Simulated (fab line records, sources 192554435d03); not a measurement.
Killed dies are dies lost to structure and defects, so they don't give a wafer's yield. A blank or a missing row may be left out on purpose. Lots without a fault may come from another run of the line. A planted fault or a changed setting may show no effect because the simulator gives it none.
A struck lot beside a sound one | flow n5_finfet | 39 steps out of a route of 1938
Sound: wafers L562.2, L562.5, L562.6. Struck: wafer L578.6. (L578.5 of the same lot was not struck and is left out.) The cause comes at the end.
At each step with rows: each side's tool, then ch and its chambers, then its first start. Under that, the readings that differ: sound wafers | struck wafers | difference of the means | sigmas: that difference in standard deviations of wafers without a fault.
alike: readings whose means differ by less than 2 such deviations, and words and numbers that are the same on both sides. not compared: withheld readings, readings that some wafer has no value for, bounds like >300 that may hide the same value, and numbers for which the record gives no deviation and whose values overlap.
The two part at a step that has a row with sigmas, a row that says differs or no value, or rows on one side only. Numbers that don't overlap but have no deviation are shown without sigmas and don't part them. A reading that every wafer of one side lacks parts them only if that side has two wafers or more.

first, 9 steps without rows for these wafers: N5_BEOL_M13_SOFTBAKE_23 (time 60 s); N5_BEOL_M13_EXPOSE_25 (exposes mask M13, target cd 210 nm); N5_BEOL_M13_PEB_26 (peb time 90 s); N5_BEOL_M13_DEVELOP_27 (develop time 45 s); N5_BEOL_M13_HARDBAKE_32 (time 120 s); N5_BEOL_M13_DESCUM_33 (chemistry O2, time 7.9 s); N5_BEOL_M13_ETCH_67 (etches SiARC in CF4, target depth 143 nm, time 238.3 s); N5_BEOL_M13_ETCH_68 (etches SOC in N2/H2, time 355 s); N5_BEOL_M13_STRIP_69 (strips in N2/H2).
N5_BEOL_M13_TRENCH_ETCH_34: etches SiOC in C4F8/O2/Ar, target depth 413.47 nm, time 162.6 s.
  sound on rie_diel-01 ch 0,1,2, day 12 17:11; struck on rie_diel-02 ch 3, day 17 02:49
  reading                  | sound             | struck | difference | sigmas
  model.etch.depth_nm (nm) | 405.5 417.7 418.7 | 598.3  | +184.3     |
  alike: drypump_motor_current_A, oes_product_au, rf_vpp_V, showerhead_plenum_p_Torr, throttle_valve_pct
  not compared: rf_hours_counter_h
then, 1 step without rows for these wafers: N5_BEOL_M13_STRIP_70 (strips in C4F8/O2/Ar).
N5_BEOL_M13_OCD_MEAS_35:
  sound on ocd-01, day 12 17:22; struck on ocd-01, day 17 02:56
  reading              | sound       | struck | difference | sigmas
  trench_depth_nm (nm) | 405 417 419 | 598    | +184       | +35
then, 11 steps without rows for these wafers: N5_BEOL_M13_STRIP_37 (strips in N2/H2); N5_BEOL_M13_ETCH_38 (etches SiCN in CF4/N2, target depth 67.5 nm, time 71.9 s); N5_BEOL_M13_PRECLEAN_39 (cleans in residue remover, time 60 s); N5_BEOL_M13_SRD_40 (time 30 s, dry time 30 s); N5_BEOL_M13_DEGAS_41 (time 60 s); N5_BEOL_M13_PRE_CLEAN_42 (time 30 s); N5_BEOL_M13_SPUTTER_43 (material TaN, target thk 15 nm, time 24.19 s); N5_BEOL_M13_SPUTTER_44 (material Ta, target thk 10 nm, time 16.13 s); N5_BEOL_M13_SPUTTER_45 (material Cu, target thk 80 nm, time 13.33 s); N5_BEOL_M13_ECD_47 (material Cu, target thk 936 nm); N5_BEOL_M13_ANNEAL_48 (time 90 s).
N5_BEOL_M13_CMP_49: polishes, stops on SiOC, t overpolish 17.1 s, target thk 420 nm.
  sound on cmp-01 ch 0,3, day 12 19:25; struck on cmp-02 ch 2, day 17 05:28
  reading                                 | sound             | struck | difference | sigmas
  model.Cu_of_BEOL_M13_ECD_47.thk_nm (nm) | 414.2 425.4 427.6 | 603.8  | +181.4     |
  alike: barrier_field_endpoint_s, head_pressure_psi, motor_current_A, overpolish_run_s
N5_BEOL_M13_THK_MEAS_50: measures by xrf.
  sound on film_metro-02, day 12 19:40; struck on film_metro-01, day 17 05:37
  reading      | sound       | struck | difference | sigmas
  M13_THK (nm) | 412 426 428 | 589    | +167       | +26
then, 2 steps without rows for these wafers: N5_BEOL_M13_PRE_CLEAN_52 (time 15 s); N5_BEOL_M13_DEP_53 (deposits SiCN from 3MS/NH3, target thk 50 nm, time 17.8 s).
N5_BEOL_M13_RS_MEAS_54: measures by four-point-probe.
  sound on film_metro-02, day 12 19:48; struck on film_metro-01, day 17 05:46
  reading         | sound                | struck | difference | sigmas
  M13_RS (ohm/sq) | 0.0455 0.0443 0.0441 | 0.0310 | -0.0136    | -24
then, 9 steps without rows for these wafers: N5_BEOL_M14_ILD_DEP_00 (deposits SiO2 from TEOS/O2, target thk 1119.3 nm, time 237.4 s); N5_BEOL_M14_COAT_58 (time 60 s, resist thk 89 nm); N5_BEOL_M14_COAT_04 (resist thk 800 nm); N5_BEOL_M14_EBR_06; N5_BEOL_M14_SOFTBAKE_05 (time 60 s); N5_BEOL_M14_EXPOSE_07 (exposes mask V13); N5_BEOL_M14_PEB_08 (peb time 90 s); N5_BEOL_M14_DEVELOP_09 (develop time 45 s); N5_BEOL_M14_HARDBAKE_14 (time 120 s).
N5_BEOL_M15_RC_MEAS_101:
  sound on prober-02 ch 0, day 13 09:53; struck on prober-01 ch 0, day 17 20:47
  reading                    | sound                   | struck  | difference | sigmas
  COMB_M8 (S/m)              | 2.4e-11 2.3e-11 2.3e-11 | 3.5e-11 | +1.2e-11   | +2
  SERP_M13 (ohm/um)          | 0.311 0.304 0.300       | 0.211   | -0.094     | -18
  SERP_M13_max_site (ohm/um) | 0.316 0.305 0.301       | 0.214   | -0.093     | -17
  SERP_M6 (ohm/um)           | 13.2 13.4 13.2          | 14.0    | +0.7       | +2
  alike: COMB_M10, COMB_M11, COMB_M12, COMB_M14, COMB_M15, COMB_M5, COMB_M6, COMB_M7, COMB_M9, SERP_M10, SERP_M11, SERP_M12, SERP_M14, SERP_M5, SERP_M7, SERP_M7_max_site, SERP_M8, SERP_M9
N5_PASSIVATION_PROBE_49:
  sound on prober-01, day 13 22:50; struck on prober-01, day 18 09:55
  reading         | sound    | struck | difference | sigmas
  killed_at_M4_up | 16 16 17 | 4      | -12        | -2
  alike: defect_limited_yield, killed_at_M0_to_M3, killed_at_contacts, killed_at_front_end, killed_at_other, killed_dies, killed_open, killed_short, sort_bin_5_function, sort_bin_6_memory, sort_n_pass, sort_yield_pct

WHERE THEY PART
First at N5_BEOL_M13_OCD_MEAS_35; last, within this record, at N5_PASSIVATION_PROBE_49.

WHY: what the simulator had put in
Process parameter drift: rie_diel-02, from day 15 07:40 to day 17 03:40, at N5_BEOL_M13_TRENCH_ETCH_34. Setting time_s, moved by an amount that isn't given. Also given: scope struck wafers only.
